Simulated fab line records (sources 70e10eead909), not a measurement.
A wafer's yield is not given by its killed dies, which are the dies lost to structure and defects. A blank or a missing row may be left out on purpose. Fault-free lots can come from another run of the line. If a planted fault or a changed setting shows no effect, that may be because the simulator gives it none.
A struck lot beside a sound one + flow nand-harc + 37 out of 1302 route steps
Sound: the wafers L331.4, L331.5, L331.6. The struck wafers were L335.2, L335.4, L335.5. At the end, the cause is stated.
At each step with rows: each side's tool, then ch and its chambers, then its first start. Under that, the readings that differ: sound wafers + struck wafers + difference of the means + sigmas: that difference in standard deviations of wafers without a fault.
alike: readings with means less than 2 such deviations apart, plus words and numbers identical on both sides. not compared: withheld readings, readings lacking a value on some wafer, bounds such as >300 that could conceal the same value, and numbers that have no deviation in the record and whose values overlap.
Wherever a step has rows on one side only, a row that says differs or no value, or a row with sigmas, the two part there. Numbers that don't overlap but have no deviation are shown without sigmas and don't part them. A reading that every wafer of one side lacks parts them only if that side has two wafers or more.

NHARC_A_STAIRCASE_STRIP_316: strips in O2.
  sound: rie-diel-05 ch 0,1,3; struck: rie-diel-04 ch 0,1,3
  alike: drypump-motor-current-A, o2-flow-sccm, oes-product-au, rf-vpp-V, showerhead-plenum-p-Torr, throttle-valve-pct
  not compared: rf-hours-counter-h
then, 5 steps without rows for these wafers: NHARC_A_STAIRCASE_STRIP_317 (strips in SPM, time 900 s); NHARC_A_STAIRCASE_PRECLEAN_318 (cleans in SC1); NHARC_A_STAIRCASE_SRD_329; NHARC_A_STAIRCASE_ALD_415 (deposits SiO2, target thk 30 nm, pulse time 6 s, ald cycles 300); NHARC_A_STAIRCASE_ETCHBACK_416 (etches the open film in C4F8/O2/Ar, target depth 36 nm, time 7.2 s).
NHARC_A_STAIRCASE_STRIP_476: strips in O2, time 20 s.
  sound on rie-diel-04 ch 0,2,3, day 16 04:56; struck on rie-diel-05 ch 0,1,2, day 18 13:08
  alike: drypump-motor-current-A, o2-flow-sccm, oes-product-au, rf-vpp-V, showerhead-plenum-p-Torr, throttle-valve-pct
  not compared: rf-hours-counter-h
then, 4 steps without rows for these wafers: NHARC_A_STAIRCASE_DEP_417 (deposits Si3N4, target thk 60 nm); NHARC_A_STAIRCASE_WET_418 (chemistry H3PO4, target depth 20 nm); NHARC_A_STAIRCASE_PRECLEAN_419 (cleans in SC1); NHARC_A_STAIRCASE_SRD_421.
NHARC_A_STAIRCASE_ALD_420: deposits SiO2, target thk 20 nm, pulse time 6 s, ald cycles 200.
  sound on ald-hk-02 ch 0,1,2, day 16 06:43; struck on ald-hk-02 ch 1,2,3, day 18 16:12
  alike: heater-power-w, precursor-pulse-height-rel
then, 1 step without rows for these wafers: NHARC_A_STAIRCASE_CVD_552 (deposits SiNx, target thk 40 nm).
NHARC_A_STAIRCASE_DEP_151: deposits SiO2, target thk 7200 nm.
  sound on pecvd-02 ch 0,1,2, day 16 15:40; struck on pecvd-02 ch 0,1,2, day 19 00:11
  alike: heater-power-w
then, 1 step without rows for these wafers: NHARC_A_STAIRCASE_ANNEAL_320 (time 1800 s).
NHARC_A_STAIRCASE_DEP_322: deposits SiO2, target thk 7200 nm.
  sound on pecvd-03 ch 0,1,2, day 16 23:30; struck on pecvd-02 ch 0,1,2, day 19 08:19
  alike: heater-power-w
then, 1 step without rows for these wafers: NHARC_A_STAIRCASE_ANNEAL_323 (time 1800 s).
NHARC_A_STAIRCASE_DEP_325: deposits SiO2, target thk 7200 nm.
  sound on pecvd-01 ch 0,1,2, day 17 14:02; struck on pecvd-02 ch 0,2, day 19 17:52
  alike: heater-power-w
then, 18 steps without rows for these wafers: NHARC_A_STAIRCASE_ANNEAL_326 (time 1800 s); NHARC_A_STAIRCASE_DEHYDRATE_433 (time 120 s); NHARC_A_STAIRCASE_HMDS_434 (time 30 s); NHARC_A_STAIRCASE_COAT_435; NHARC_A_STAIRCASE_SOFTBAKE_436 (time 170 s); NHARC_A_STAIRCASE_EBR_437; NHARC_A_STAIRCASE_EXPOSE_438 (exposes mask STAIR REV); NHARC_A_STAIRCASE_PEB_439 (peb time 130 s); NHARC_A_STAIRCASE_DEVELOP_440 (time 140 s); NHARC_A_STAIRCASE_HARDBAKE_442 (time 140 s); NHARC_A_STAIRCASE_DESCUM_443 (chemistry O2, time 3 s); NHARC_A_STAIRCASE_ETCH_444 (etches the open film in C4F8/O2, target depth 20400 nm, time 6800 s); NHARC_A_STAIRCASE_STRIP_446 (strips in O2); NHARC_A_STAIRCASE_STRIP_447 (strips in SPM, time 900 s); NHARC_A_STAIRCASE_PRECLEAN_448 (cleans in SC1); NHARC_A_STAIRCASE_SRD_449; NHARC_A_STAIRCASE_CMP_450 (polishes SiO2, target thk 200 nm); NHARC_A_STAIRCASE_CMP_152 (polishes).
-- record jumps: 6 days between struck wafers' starts before vs after; left off in module A_STAIRCASE, resumes in module END, first step shown is number 1302 of the route --
NHARC_END_SORT_01:
  sound on prober-01 ch 0, day 23 13:40; struck on prober-01 ch 0, day 25 16:59
  alike: killed-at-array, killed-at-other, killed-at-periphery, killed-dies, killed-open, killed-short

## WHERE THEY PART
Nowhere in this record.

WHY: what the simulator had put in
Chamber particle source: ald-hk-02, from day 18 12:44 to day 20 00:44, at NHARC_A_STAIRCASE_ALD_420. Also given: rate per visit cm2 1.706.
